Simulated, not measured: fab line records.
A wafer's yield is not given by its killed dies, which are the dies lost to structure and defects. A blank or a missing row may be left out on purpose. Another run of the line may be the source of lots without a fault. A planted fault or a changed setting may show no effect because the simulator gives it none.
Split-lot trial | flow n5-finfet | route with 1938 steps; 7 lots, 39 wafers read

## SPLIT DETAILS
At N5_DUMMY_GATE_ETCH_32 (etches SiO2 in CF4, target depth 3.5 nm, time 3.9 s), the setting time-s was moved away from the recipe's 3.9 s on 12 of the 39 wafers read, by -20.3% to +8.8%. All remaining wafers had this setting at the recipe value.

Reading taken at the split's own step.

## THE READING
etch.depth-nm (the simulator's own value, which no gauge read), in nm, at N5_DUMMY_GATE_ETCH_32 (etches SiO2 in CF4, target depth 3.5 nm, time 3.9 s). The file gives no usual value for it. Here, 27 wafers ran the recipe; their average is 3.514 nm with a standard deviation of 0.05 nm.

wafer  | tool, chamber at the split | time-s as run, s | against the recipe | etch.depth-nm, nm | against lot-mates on the recipe
L079.1 | rie-si-06, 2               | 4.243            | +8.8%              | 3.872             | +0.338
L079.2 | rie-si-06, 1               | 4.243            | +8.8%              | 3.811             | +0.277
L079.3 | rie-si-06, 0               | 3.9              | recipe             | 3.509             | -
L079.4 | rie-si-06, 3               | 3.9              | recipe             | 3.561             | -
L079.5 | rie-si-06, 1               | 4.243            | +8.8%              | 3.79              | +0.256
L079.6 | rie-si-06, 0               | 3.9              | recipe             | 3.532             | -
L084.1 | rie-si-02, 0               | 3.9              | recipe             | 3.503             | -
L084.2 | rie-si-02, 3               | 3.9              | recipe             | 3.436             | -
L084.3 | rie-si-02, 2               | 3.9              | recipe             | 3.409             | -
L084.4 | rie-si-02, 1               | 3.9              | recipe             | 3.494             | -
L084.5 | rie-si-02, 0               | 3.9              | recipe             | 3.487             | -
L084.6 | rie-si-02, 3               | 3.9              | recipe             | 3.489             | -
L086.1 | rie-si-06, 1               | 3.11             | -20.3%             | 2.811             | -0.733
L086.2 | rie-si-06, 2               | 3.9              | recipe             | 3.514             | -
L086.3 | rie-si-06, 3               | 3.9              | recipe             | 3.572             | -
L086.4 | rie-si-06, 0               | 3.11             | -20.3%             | 2.813             | -0.731
L086.5 | rie-si-06, 1               | 3.9              | recipe             | 3.547             | -
L086.6 | rie-si-06, 2               | 3.11             | -20.3%             | 2.83              | -0.714
L088.1 | rie-si-04, 2               | 4.222            | +8.3%              | 3.83              | +0.282
L088.2 | rie-si-04, 3               | 3.9              | recipe             | 3.563             | -
L088.3 | rie-si-04, 0               | 4.222            | +8.3%              | 3.823             | +0.275
L088.4 | rie-si-04, 1               | 4.222            | +8.3%              | 3.682             | +0.134
L088.5 | rie-si-04, 3               | 3.9              | recipe             | 3.551             | -
L088.6 | rie-si-04, 2               | 3.9              | recipe             | 3.529             | -
L090.1 | rie-si-06, 2               | 3.399            | -12.8%             | 3.072             | -0.482
L090.2 | rie-si-06, 1               | 3.399            | -12.8%             | 3.093             | -0.461
L090.3 | rie-si-06, 3               | 3.9              | recipe             | 3.525             | -
L090.4 | rie-si-06, 0               | 3.399            | -12.8%             | 3.064             | -0.490
L090.5 | rie-si-06, 2               | 3.9              | recipe             | 3.582             | -
L090.6 | rie-si-06, 3               | 3.9              | recipe             | 3.555             | -
L092.2 | rie-si-06, 2               | 3.9              | recipe             | 3.547             | -
L092.3 | rie-si-06, 1               | 3.9              | recipe             | 3.503             | -
L092.5 | rie-si-06, 3               | 3.9              | recipe             | 3.578             | -
L093.1 | rie-si-04, 0               | 3.9              | recipe             | 3.543             | -
L093.2 | rie-si-04, 2               | 3.9              | recipe             | 3.512             | -
L093.3 | rie-si-04, 3               | 3.9              | recipe             | 3.518             | -
L093.4 | rie-si-04, 1               | 3.9              | recipe             | 3.405             | -
L093.5 | rie-si-04, 0               | 3.9              | recipe             | 3.51              | -
L093.6 | rie-si-04, 1               | 3.9              | recipe             | 3.399             | -

THE FIT
A straight line over all 39 wafers: etch.depth-nm changes by +0.0341 nm for each +1% of time-s; r = +0.98; the points scatter about the line by 0.049 nm.
The same after taking each lot's own level away (the mean of its wafers on the recipe; 39 wafers): +0.0349 nm for each +1%; r = +0.99; scatter 0.042 nm.
On that fit, the largest move of time-s shifts the reading by 0.71 nm.
The span of the lots' own levels, 3.4697 to 3.5540 nm, comes to 1.7 times the standard deviation stated above.
Consequently the slope shifts little with the lot-to-lot level, the two slopes agreeing.
Check: for one of the wafers moved furthest among these (-20.3%), held out of the fit, the line's prediction against its lot-mates is -0.712 nm. Against them it came out at -0.733 nm.

## THESE WAFERS: OTHER SPLITS
These wafers also went through other splits before the reading. Each is held against what the fit with the lots' levels taken away leaves over:
other split on the same wafers | wafers away from the commonest value | r with etch.depth-nm (lot level and that fit taken away)
N5_FIN_SAQP_HM_DEP_72 time-s   | 12                                   | -0.13
N5_FIN_CUT_ETCH_21 time-s      | 18                                   | +0.22
N5_DUMMY_GATE_ETCH_37 source-w | 15                                   | -0.11

## THE FILE'S OWN FIT
etch.depth-nm changes by +0.0351 nm for each +1% of time-s, r = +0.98.
